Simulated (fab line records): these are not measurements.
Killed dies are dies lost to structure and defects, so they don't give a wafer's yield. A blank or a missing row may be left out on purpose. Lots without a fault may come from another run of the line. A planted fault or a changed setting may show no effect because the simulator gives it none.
Split-lot experiment / flow n5-finfet / route with 1938 steps; 7 lots, 21 wafers read

== SPLIT DETAILS ==
At N5_BEOL_M0_SAQP_CUT_ETCH_46 (etches SOC in N2/H2, target depth 135 nm, overetch 27 nm, time 202.5 s), the setting source-w was moved away from the recipe's 840 W on 8 of the 21 wafers read, by -10.2% to +15.4%. All remaining wafers had this setting at the recipe value.

The reading comes from the split's own step.

== THE READING ==
rf-vpp-V, in V, at N5_BEOL_M0_SAQP_CUT_ETCH_46 (etches SOC in N2/H2, target depth 135 nm, overetch 27 nm, time 202.5 s). On this fab line, fault-free wafers typically give 522.8 V with a standard deviation of 2.8 V.

wafer=L079.3; tool, chamber at the split=rie-diel-01, 2; source-w as run, W=754; against the recipe=-10.2%; rf-vpp-V, V=542.1; against lot-mates on the recipe=no lot-mate on the recipe
wafer=L079.4; tool, chamber at the split=rie-diel-01, 3; source-w as run, W=754; against the recipe=-10.2%; rf-vpp-V, V=542.5; against lot-mates on the recipe=no lot-mate on the recipe
wafer=L079.6; tool, chamber at the split=rie-diel-01, 3; source-w as run, W=754; against the recipe=-10.2%; rf-vpp-V, V=543.6; against lot-mates on the recipe=no lot-mate on the recipe
wafer=L085.1; tool, chamber at the split=rie-diel-02, 1; source-w as run, W=840; against the recipe=recipe; rf-vpp-V, V=520.8; against lot-mates on the recipe=-
wafer=L085.4; tool, chamber at the split=rie-diel-02, 2; source-w as run, W=840; against the recipe=recipe; rf-vpp-V, V=521.2; against lot-mates on the recipe=-
wafer=L085.5; tool, chamber at the split=rie-diel-02, 2; source-w as run, W=840; against the recipe=recipe; rf-vpp-V, V=521.4; against lot-mates on the recipe=-
wafer=L087.2; tool, chamber at the split=rie-diel-02, 1; source-w as run, W=840; against the recipe=recipe; rf-vpp-V, V=520.0; against lot-mates on the recipe=-
wafer=L087.3; tool, chamber at the split=rie-diel-02, 0; source-w as run, W=840; against the recipe=recipe; rf-vpp-V, V=529.2; against lot-mates on the recipe=-
wafer=L087.5; tool, chamber at the split=rie-diel-02, 3; source-w as run, W=840; against the recipe=recipe; rf-vpp-V, V=524.4; against lot-mates on the recipe=-
wafer=L089.3; tool, chamber at the split=rie-diel-06, 2; source-w as run, W=840; against the recipe=recipe; rf-vpp-V, V=518.6; against lot-mates on the recipe=-
wafer=L089.5; tool, chamber at the split=rie-diel-06, 1; source-w as run, W=840; against the recipe=recipe; rf-vpp-V, V=521.3; against lot-mates on the recipe=-
wafer=L089.6; tool, chamber at the split=rie-diel-06, 2; source-w as run, W=840; against the recipe=recipe; rf-vpp-V, V=521.0; against lot-mates on the recipe=-
wafer=L090.2; tool, chamber at the split=rie-diel-01, 0; source-w as run, W=840; against the recipe=recipe; rf-vpp-V, V=518.0; against lot-mates on the recipe=-
wafer=L090.5; tool, chamber at the split=rie-diel-01, 3; source-w as run, W=892.9; against the recipe=+6.3%; rf-vpp-V, V=512.7; against lot-mates on the recipe=-5.3
wafer=L090.6; tool, chamber at the split=rie-diel-01, 0; source-w as run, W=892.9; against the recipe=+6.3%; rf-vpp-V, V=508.7; against lot-mates on the recipe=-9.3
wafer=L094.1; tool, chamber at the split=rie-diel-01, 1; source-w as run, W=840; against the recipe=recipe; rf-vpp-V, V=526.0; against lot-mates on the recipe=-
wafer=L094.4; tool, chamber at the split=rie-diel-01, 3; source-w as run, W=969.2; against the recipe=+15.4%; rf-vpp-V, V=498.0; against lot-mates on the recipe=-27.7
wafer=L094.6; tool, chamber at the split=rie-diel-01, 1; source-w as run, W=840; against the recipe=recipe; rf-vpp-V, V=525.4; against lot-mates on the recipe=-
wafer=L097.2; tool, chamber at the split=rie-diel-02, 0; source-w as run, W=840; against the recipe=recipe; rf-vpp-V, V=527.1; against lot-mates on the recipe=-
wafer=L097.3; tool, chamber at the split=rie-diel-02, 2; source-w as run, W=770.7; against the recipe=-8.2%; rf-vpp-V, V=536.0; against lot-mates on the recipe=+8.9
wafer=L097.6; tool, chamber at the split=rie-diel-02, 1; source-w as run, W=770.7; against the recipe=-8.2%; rf-vpp-V, V=535.6; against lot-mates on the recipe=+8.5

FIT RESULTS
A straight line over all 21 wafers: rf-vpp-V changes by -1.77 V for each +1% of source-w; r = -0.97; the points scatter about the line by 3 V.
The same after taking each lot's own level away (the mean of its wafers on the recipe; 18 wafers): -1.45 V for each +1%; r = -0.95; scatter 2.6 V.
On that fit, the largest move of source-w shifts the reading by 22 V.
The span of the lots' own levels, 518.00 to 527.10 V, comes to 3.3 times the standard deviation stated above.
In other words, the slope is changed by the lot-to-lot level; the two fits disagree.
Check: for one of the wafers moved furthest among these (+15.4%), held out of the fit, the line's prediction against its lot-mates is -16.9 V. Against them it came out at -27.7 V.
Tool readings at the split's step, against how far the setting was moved: rf-vpp-V r = -0.97.

== OTHER SPLITS APPLIED TO THESE WAFERS ==
Other splits were also applied to these wafers ahead of the reading. Each is held against what the fit with the lots' levels taken away leaves over:
other split on the same wafers=N5_MOL_CONTACT_COAG_COAT_103 spin-rpm; wafers away from the commonest value=5; r with rf-vpp-V (lot level and that fit taken away)=+0.47
other split on the same wafers=N5_MOL_CONTACT_COAG_CMP_23 down-force-psi; wafers away from the commonest value=3; r with rf-vpp-V (lot level and that fit taken away)=+0.07
other split on the same wafers=N5_MOL_CONTACT_COAG_EXPOSE_37 dose-mj; wafers away from the commonest value=9; r with rf-vpp-V (lot level and that fit taken away)=+0.17
other split on the same wafers=N5_MOL_CONTACT_COAG_ALD_133 ald-cycles; wafers away from the commonest value=9; r with rf-vpp-V (lot level and that fit taken away)=+0.24

== THE WHOLE CHAIN: every reading that the file lists as answering this split, in the file's order ==
step=N5_BEOL_M0_SAQP_CUT_ETCH_46; what it does=etches SOC in N2/H2, target depth 135 nm, overetch 27 nm, time 202.5 s; reading=rf-vpp-V; change (the file's fit)=-1.58 V for each +1% of the setting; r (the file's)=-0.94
step=N5_BEOL_M0_SAQP_CUT_ETCH_46; what it does=etches SOC in N2/H2, target depth 135 nm, overetch 27 nm, time 202.5 s; reading=SiARC_of_BEOL_M0_SAQP_COAT_72.thk-nm (the simulator's own value, which no gauge read); change (the file's fit)=-0.0574 nm for each +1% of the setting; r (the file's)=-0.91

== THE FILE'S OWN FIT ==
rf-vpp-V changes by -1.58 V for each +1% of source-w, r = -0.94.
